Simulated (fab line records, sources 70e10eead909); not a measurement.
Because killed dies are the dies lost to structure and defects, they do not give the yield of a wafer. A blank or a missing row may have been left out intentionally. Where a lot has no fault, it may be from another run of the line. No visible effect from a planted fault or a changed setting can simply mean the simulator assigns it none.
The tool behind it: which one?	flow nandHarc	Sampling: 24 lots, 72 wafers, 6 of 1302 route steps

## WHAT THE GAUGES READ, wafer by wafer
No reading from a measuring or inspecting step in the record can be judged against a usual standard deviation.

## EACH LOT AND THE TOOL THAT RAN IT (in order: tool; ch and the chambers of the sampled wafers; start)
lot	NHARC_A_M0_STRIP_18	NHARC_A_M0_DEGAS_28	NHARC_A_M1_DESCUM_14	NHARC_A_BONDPAD_STRIP_15	NHARC_A_BONDPAD_ANNEAL_28	NHARC_THIN_TSV_CMP_01
L075	rieDiel-03 ch 0,1,2, day 23 14:05	pvdSputter-01, day 23 14:38	rieDiel-10 ch 0,2,3, day 23 17:44	rieDiel-11 ch 0,1,3, day 23 22:52	rtpAnneal-01 ch 0, day 24 00:11	cmp-03 ch 1,2,3, day 24 11:58
L074	rieDiel-05 ch 2,3, day 23 16:17	pvdSputter-03, day 23 16:50	rieDiel-10 ch 0,1,3, day 23 19:59	rieDiel-11 ch 0,3, day 24 01:08	rtpAnneal-02 ch 0, day 24 02:34	cmp-04 ch 0,1,3, day 24 13:13
L077	rieDiel-05 ch 2,3, day 23 17:47	pvdSputter-02, day 23 18:19	rieDiel-07 ch 0,3, day 23 21:31	rieDiel-08 ch 0,1, day 24 02:41	rtpAnneal-01 ch 0, day 24 03:58	cmp-02 ch 0,1,3, day 24 16:08
L076	rieDiel-05 ch 1,2, day 23 18:07	pvdSputter-01, day 23 18:40	rieDiel-13 ch 0,1,2, day 23 21:50	rieDiel-08 ch 1,2, day 24 03:04	rtpAnneal-02 ch 0, day 24 04:22	cmp-03 ch 2,3, day 24 17:19
L079	rieDiel-01 ch 0,2,3, day 24 05:15	pvdSputter-03, day 24 05:48	rieDiel-13 ch 1,2,3, day 24 08:48	rieDiel-11 ch 2,3, day 24 14:05	rtpAnneal-01 ch 0, day 24 15:22	cmp-04 ch 0,1,2, day 25 05:29
L078	rieDiel-05 ch 0,1,2, day 24 06:35	pvdSputter-02, day 24 07:09	rieDiel-13 ch 0,3, day 24 10:16	rieDiel-08 ch 2,3, day 24 15:25	rtpAnneal-02 ch 0, day 24 16:42	cmp-04 ch 0,3, day 25 06:40
L080	rieDiel-01 ch 1,2,3, day 25 07:02	pvdSputter-02, day 25 07:32	rieDiel-10 ch 1,2,3, day 25 10:34	rieDiel-08 ch 2,3, day 25 15:34	rtpAnneal-01 ch 0, day 25 17:00	cmp-03 ch 0,1,2, day 26 05:01
L081	rieDiel-03 ch 2,3, day 26 04:35	pvdSputter-01, day 26 05:08	rieDiel-10 ch 0,2,3, day 26 08:17	rieDiel-04 ch 0,1,3, day 26 13:26	rtpAnneal-02 ch 0, day 26 14:47	cmp-03 ch 0,2,3, day 27 02:32
L082	rieDiel-01 ch 0,1,2, day 26 09:45	pvdSputter-03, day 26 10:19	rieDiel-10 ch 0,1,3, day 26 13:28	rieDiel-08 ch 1,3, day 26 18:33	rtpAnneal-01 ch 0, day 26 19:54	cmp-02 ch 0,1,3, day 27 08:16
L083	rieDiel-05 ch 1,2,3, day 26 16:22	pvdSputter-01, day 26 16:58	rieDiel-07 ch 0,3, day 26 20:06	rieDiel-08 ch 0,1,2, day 27 01:14	rtpAnneal-01 ch 0, day 27 02:33	cmp-04 ch 0,3, day 27 14:34
L086	rieDiel-05 ch 0,1, day 27 14:19	pvdSputter-03, day 27 14:52	rieDiel-13 ch 0,1,2, day 27 18:26	rieDiel-08 ch 0,1, day 27 23:40	rtpAnneal-01 ch 0, day 28 00:56	cmp-04 ch 1,2, day 28 15:41
L084	rieDiel-05 ch 0,2,3, day 27 16:50	pvdSputter-03, day 27 17:23	rieDiel-10 ch 0,2, day 27 20:38	rieDiel-08 ch 0,1,3, day 28 01:47	rtpAnneal-02 ch 0, day 28 03:07	cmp-02 ch 2,3, day 28 14:28
L085	rieDiel-05 ch 0,2,3, day 27 19:02	pvdSputter-03, day 27 19:31	rieDiel-13 ch 0,1,2, day 27 22:38	rieDiel-04 ch 0,1,2, day 28 03:51	rtpAnneal-01 ch 0, day 28 05:14	cmp-03 ch 1,2, day 28 16:55
L087	rieDiel-01 ch 0,1,2, day 28 13:17	pvdSputter-03, day 28 13:46	rieDiel-07 ch 0,2,3, day 28 16:55	rieDiel-11 ch 0,1,2, day 28 21:57	rtpAnneal-02 ch 0, day 28 23:16	cmp-03 ch 0,2,3, day 29 13:02
L089	rieDiel-05 ch 0,1,3, day 29 06:46	pvdSputter-02, day 29 07:19	rieDiel-10 ch 0,2,3, day 29 10:21	rieDiel-11 ch 0,1,2, day 29 15:26	rtpAnneal-02 ch 0, day 29 16:46	cmp-03 ch 0,1,3, day 30 04:27
L088	rieDiel-03 ch 0,2,3, day 29 14:43	pvdSputter-01, day 29 15:16	rieDiel-13 ch 0,1,3, day 29 18:25	rieDiel-08 ch 0,2,3, day 29 23:30	rtpAnneal-02 ch 0, day 30 00:48	cmp-02 ch 1,2,3, day 30 12:55
L090	rieDiel-05 ch 0,2,3, day 29 16:11	pvdSputter-01, day 29 16:43	rieDiel-13 ch 1,2,3, day 29 19:52	rieDiel-08 ch 1,2,3, day 30 00:50	rtpAnneal-02 ch 0, day 30 02:07	cmp-03 ch 0,1,2, day 30 14:07
L093	rieDiel-01 ch 0,3, day 30 12:10	pvdSputter-01, day 30 12:42	rieDiel-10 ch 0,1,2, day 30 15:49	rieDiel-08 ch 2,3, day 30 20:59	rtpAnneal-02 ch 0, day 30 22:16	cmp-04 ch 2,3, day 31 12:06
L094	rieDiel-01 ch 0,1,3, day 30 13:14	pvdSputter-01, day 30 13:46	rieDiel-10 ch 0,2, day 30 17:03	rieDiel-11 ch 1,3, day 30 22:10	rtpAnneal-01 ch 0, day 30 23:33	cmp-03 ch 0,2,3, day 31 10:20
L092	rieDiel-03 ch 2,3, day 30 17:07	pvdSputter-01, day 30 17:38	rieDiel-10 ch 0,3, day 30 20:58	rieDiel-11 ch 0,1,3, day 31 02:05	rtpAnneal-02 ch 0, day 31 03:24	cmp-03 ch 0,1,2, day 32 02:25
L091	rieDiel-01 ch 0,2,3, day 30 20:09	pvdSputter-01, day 30 20:41	rieDiel-10 ch 0,1, day 30 23:43	rieDiel-11 ch 0,1, day 31 04:50	rtpAnneal-02 ch 0, day 31 06:13	cmp-04 ch 0,1,2, day 32 01:16
L095	rieDiel-03 ch 0,2,3, day 31 14:17	pvdSputter-02, day 31 14:49	rieDiel-10 ch 1,2,3, day 31 18:40	rieDiel-08 ch 0,1,3, day 31 23:43	rtpAnneal-01 ch 0, day 32 01:07	cmp-03 ch 0,1,2, day 32 14:51
L097	rieDiel-05 ch 0,1,2, day 32 13:53	pvdSputter-02, day 32 14:26	rieDiel-13 ch 0,1, day 32 17:36	rieDiel-08 ch 0,1, day 32 22:40	rtpAnneal-01 ch 0, day 32 23:58	cmp-04 ch 0,1,3, day 33 14:10
L096	rieDiel-03 ch 0,2, day 32 15:52	pvdSputter-02, day 32 16:25	rieDiel-10 ch 2,3, day 32 19:27	rieDiel-08 ch 0,2,3, day 33 00:44	rtpAnneal-01 ch 0, day 33 02:05	cmp-02 ch 1,2,3, day 33 15:22
- NHARC_A_M0_STRIP_18: strips in N2/H2.
- NHARC_A_M0_DEGAS_28: time 60 s.
- NHARC_A_M1_DESCUM_14: chemistry O2, time 3 s.
- NHARC_A_BONDPAD_STRIP_15: strips in O2.
- NHARC_A_BONDPAD_ANNEAL_28: time 90 s.
- NHARC_THIN_TSV_CMP_01: polishes.

## AS READ BY THE TOOLS THEMSELVES (means over the sampled wafers that have a number; for cases with no such wafer, the mark the record gives instead)
NHARC_A_M0_STRIP_18. Usual: drypumpMotorCurrentA 5.6 A, standard deviation 0.59; h2FlowSccm 149.9 sccm, standard deviation 0.44; oesProductAu 1.002 a.u., standard deviation 0.01; rfVppV 90.4 V, standard deviation 0.86; showerheadPlenumPTorr 2.00 Torr, standard deviation 0.079; throttleValvePct 14.171 %, standard deviation 0.0093.
lot	tool	drypumpMotorCurrentA (A)	h2FlowSccm (sccm)	oesProductAu (a.u.)	rfVppV (V)	showerheadPlenumPTorr (Torr)	throttleValvePct (%)	flag
L075	rieDiel-03	6.2	149.7	1.004	90.3	2.00	14.167	
L074	rieDiel-05	5.1	150.5	0.989	91.4	2.08	14.170	
L077	rieDiel-05	5.0	149.8	0.989	89.9	2.01	14.172	
L076	rieDiel-05	5.4	150.0	0.990	91.2	2.09	14.170	
L079	rieDiel-01	5.5	150.2	0.998	89.6	1.98	14.168	
L078	rieDiel-05	5.4	149.8	1.000	90.3	2.03	14.172	
L080	rieDiel-01	5.7	149.6	0.991	90.6	1.99	14.171	
L081	rieDiel-03	5.8	149.6	0.996	90.0	1.94	14.166	
L082	rieDiel-01	6.1	149.8	0.999	90.7	1.93	14.173	
L083	rieDiel-05	5.2	149.7	0.996	89.8	2.02	14.166	
L086	rieDiel-05	5.4	150.6	1.001	90.4	1.98	14.167	
L084	rieDiel-05	5.2	150.1	1.008	89.7	2.02	14.180	
L085	rieDiel-05	5.2	149.5	1.007	90.6	2.02	14.177	
L087	rieDiel-01	6.2	150.4	1.009	90.0	1.93	14.170	
L089	rieDiel-05	5.2	150.0	1.003	90.4	1.97	14.172	
L088	rieDiel-03	5.9	149.9	1.002	90.9	1.94	14.167	
L090	rieDiel-05	5.2	149.8	1.009	90.1	2.02	14.172	
L093	rieDiel-01	5.7	150.2	1.006	89.8	1.95	14.172	
L094	rieDiel-01	5.9	150.6	1.000	90.6	1.96	14.174	
L092	rieDiel-03	5.8	149.5	1.007	89.9	1.94	14.166	
L091	rieDiel-01	5.6	150.0	1.002	90.6	1.97	14.162	
L095	rieDiel-03	5.9	149.6	0.990	90.0	1.94	14.175	
L097	rieDiel-05	5.4	149.6	1.017	91.5	2.03	14.173	
L096	rieDiel-03	6.1	149.7	0.999	90.3	1.95	14.170	

NHARC_A_M0_DEGAS_28. Usual: heaterPowerW reads 336 W (standard deviation 31).
lot	tool	heaterPowerW (W)	flag
L075	pvdSputter-01	345	
L074	pvdSputter-03	330	
L077	pvdSputter-02	324	
L076	pvdSputter-01	316	
L079	pvdSputter-03	334	
L078	pvdSputter-02	318	
L080	pvdSputter-02	319	
L081	pvdSputter-01	346	
L082	pvdSputter-03	357	
L083	pvdSputter-01	313	
L086	pvdSputter-03	357	
L084	pvdSputter-03	314	
L085	pvdSputter-03	351	
L087	pvdSputter-03	354	
L089	pvdSputter-02	339	
L088	pvdSputter-01	338	
L090	pvdSputter-01	339	
L093	pvdSputter-01	324	
L094	pvdSputter-01	334	
L092	pvdSputter-01	353	
L091	pvdSputter-01	313	
L095	pvdSputter-02	339	
L097	pvdSputter-02	301	
L096	pvdSputter-02	363	

NHARC_A_M1_DESCUM_14. Usual: drypumpMotorCurrentA 6.0 A, standard deviation 0.58; oesProductAu 1.000 a.u., standard deviation 0.0091; rfVppV 57.8 V, standard deviation 0.85; showerheadPlenumPTorr 1.95 Torr, standard deviation 0.056; throttleValvePct 11.311 %, standard deviation 0.0084.
lot	tool	drypumpMotorCurrentA (A)	oesProductAu (a.u.)	rfVppV (V)	showerheadPlenumPTorr (Torr)	throttleValvePct (%)	flag
L075	rieDiel-10	5.9	0.991	57.5	1.94	11.327	
L074	rieDiel-10	5.9	1.000	58.3	1.92	11.321	
L077	rieDiel-07	5.0	1.021	57.8	1.92	11.301	
L076	rieDiel-13	5.8	0.992	57.4	1.96	11.308	
L079	rieDiel-13	5.7	0.993	58.5	1.97	11.317	
L078	rieDiel-13	6.2	1.000	58.4	1.95	11.304	
L080	rieDiel-10	6.1	1.002	58.2	1.96	11.313	
L081	rieDiel-10	6.0	0.999	57.2	1.94	11.309	
L082	rieDiel-10	5.9	1.003	58.1	1.92	11.305	
L083	rieDiel-07	5.0	1.008	58.3	1.92	11.302	
L086	rieDiel-13	5.8	0.995	57.8	1.96	11.315	
L084	rieDiel-10	6.5	1.006	57.7	2.00	11.312	
L085	rieDiel-13	5.8	1.002	57.8	1.96	11.315	
L087	rieDiel-07	5.4	1.008	57.1	1.94	11.309	
L089	rieDiel-10	6.0	1.005	57.6	1.94	11.321	
L088	rieDiel-13	6.0	0.991	57.0	1.95	11.312	
L090	rieDiel-13	5.7	0.987	57.3	1.97	11.308	
L093	rieDiel-10	6.4	1.009	57.6	1.98	11.311	
L094	rieDiel-10	6.4	1.006	57.8	2.00	11.315	
L092	rieDiel-10	5.8	1.007	58.1	1.90	11.311	
L091	rieDiel-10	6.2	0.999	58.2	1.94	11.307	
L095	rieDiel-10	6.1	1.007	57.9	1.96	11.308	
L097	rieDiel-13	5.8	0.999	57.9	1.96	11.304	
L096	rieDiel-10	5.6	1.002	57.7	1.92	11.315	

NHARC_A_BONDPAD_STRIP_15. Usual: drypumpMotorCurrentA 5.9 A, standard deviation 0.47; oesProductAu 0.997 a.u., standard deviation 0.0089; rfVppV 58.0 V, standard deviation 0.87; showerheadPlenumPTorr 3.57 Torr, standard deviation 0.13; throttleValvePct 17.037 %, standard deviation 0.0095.
lot	tool	drypumpMotorCurrentA (A)	oesProductAu (a.u.)	rfVppV (V)	showerheadPlenumPTorr (Torr)	throttleValvePct (%)	flag
L075	rieDiel-11	6.0	0.990	57.7	3.62	17.042	
L074	rieDiel-11	5.7	0.991	58.5	3.62	17.047	
L077	rieDiel-08	6.4	1.000	57.6	3.63	17.029	
L076	rieDiel-08	5.7	0.995	58.8	3.69	17.035	
L079	rieDiel-11	6.1	1.001	57.6	3.46	17.037	
L078	rieDiel-08	5.5	0.988	58.6	3.56	17.034	
L080	rieDiel-08	5.5	0.992	57.8	3.56	17.040	
L081	rieDiel-04	5.9	1.006	58.3	3.49	17.029	
L082	rieDiel-08	5.8	1.006	58.5	3.68	17.041	
L083	rieDiel-08	6.0	0.994	57.6	3.63	17.031	
L086	rieDiel-08	6.4	1.009	58.0	3.63	17.034	
L084	rieDiel-08	6.0	0.996	58.1	3.62	17.029	
L085	rieDiel-04	5.9	0.995	57.5	3.32	17.028	
L087	rieDiel-11	5.7	1.001	58.4	3.49	17.038	
L089	rieDiel-11	5.7	1.000	58.0	3.48	17.039	
L088	rieDiel-08	5.8	1.007	57.7	3.56	17.035	
L090	rieDiel-08	5.6	0.995	58.3	3.62	17.033	
L093	rieDiel-08	5.4	0.990	57.6	3.56	17.037	
L094	rieDiel-11	6.3	0.991	57.9	3.61	17.039	
L092	rieDiel-11	6.0	0.997	58.9	3.61	17.047	
L091	rieDiel-11	5.5	0.993	57.7	3.56	17.041	
L095	rieDiel-08	6.0	0.999	58.2	3.62	17.034	
L097	rieDiel-08	6.1	0.996	58.9	3.69	17.044	
L096	rieDiel-08	5.8	1.000	58.1	3.56	17.041	

NHARC_A_BONDPAD_ANNEAL_28. Usual: wafer_temp_C_max reads 226.4 (standard deviation 0.55).
lot	tool	wafer_temp_C_max	flag
L075	rtpAnneal-01	226.9	
L074	rtpAnneal-02	225.9	
L077	rtpAnneal-01	227.0	
L076	rtpAnneal-02	225.9	
L079	rtpAnneal-01	227.0	
L078	rtpAnneal-02	225.9	
L080	rtpAnneal-01	226.9	
L081	rtpAnneal-02	226.2	
L082	rtpAnneal-01	226.8	
L083	rtpAnneal-01	226.6	
L086	rtpAnneal-01	227.0	
L084	rtpAnneal-02	226.0	
L085	rtpAnneal-01	227.2	
L087	rtpAnneal-02	225.8	
L089	rtpAnneal-02	225.6	
L088	rtpAnneal-02	226.0	
L090	rtpAnneal-02	226.1	
L093	rtpAnneal-02	226.1	
L094	rtpAnneal-01	227.0	
L092	rtpAnneal-02	226.1	
L091	rtpAnneal-02	225.9	
L095	rtpAnneal-01	226.6	
L097	rtpAnneal-01	226.6	
L096	rtpAnneal-01	226.5	

NHARC_THIN_TSV_CMP_01. Usual: motorCurrentA reads 12.0 A (standard deviation 1.1).
lot	tool	motorCurrentA (A)	flag
L075	cmp-03	12.3	
L074	cmp-04	11.0	
L077	cmp-02	12.2	
L076	cmp-03	11.1	
L079	cmp-04	11.8	
L078	cmp-04	11.7	
L080	cmp-03	11.9	
L081	cmp-03	11.6	
L082	cmp-02	12.5	
L083	cmp-04	11.6	
L086	cmp-04	11.6	
L084	cmp-02	12.2	
L085	cmp-03	11.8	
L087	cmp-03	11.4	
L089	cmp-03	12.1	
L088	cmp-02	12.1	
L090	cmp-03	12.3	
L093	cmp-04	12.0	
L094	cmp-03	11.1	
L092	cmp-03	12.1	
L091	cmp-04	11.9	
L095	cmp-03	12.2	
L097	cmp-04	11.1	
L096	cmp-02	11.9	

## THE ANSWER, worked out from the rows above alone
Rule: a lot is off if the mean of its wafers that have a number lies more than 3 standard deviations from the usual mean. A lot without any number at a reading at which 4 lots or more have one is off too. Where the step has rows for the other lots, those lots are counted as sound. Order of review: gauges by route order, followed by the tools' own readings, for which a lot's mean as printed above is used. The first step at which some lot is off is used, and at that step the reading that is off furthest; a lot without a number counts as furthest.
Nothing can be told from this: no lot is off at any reading shown.

## WHAT THE SIMULATOR HAD INSERTED
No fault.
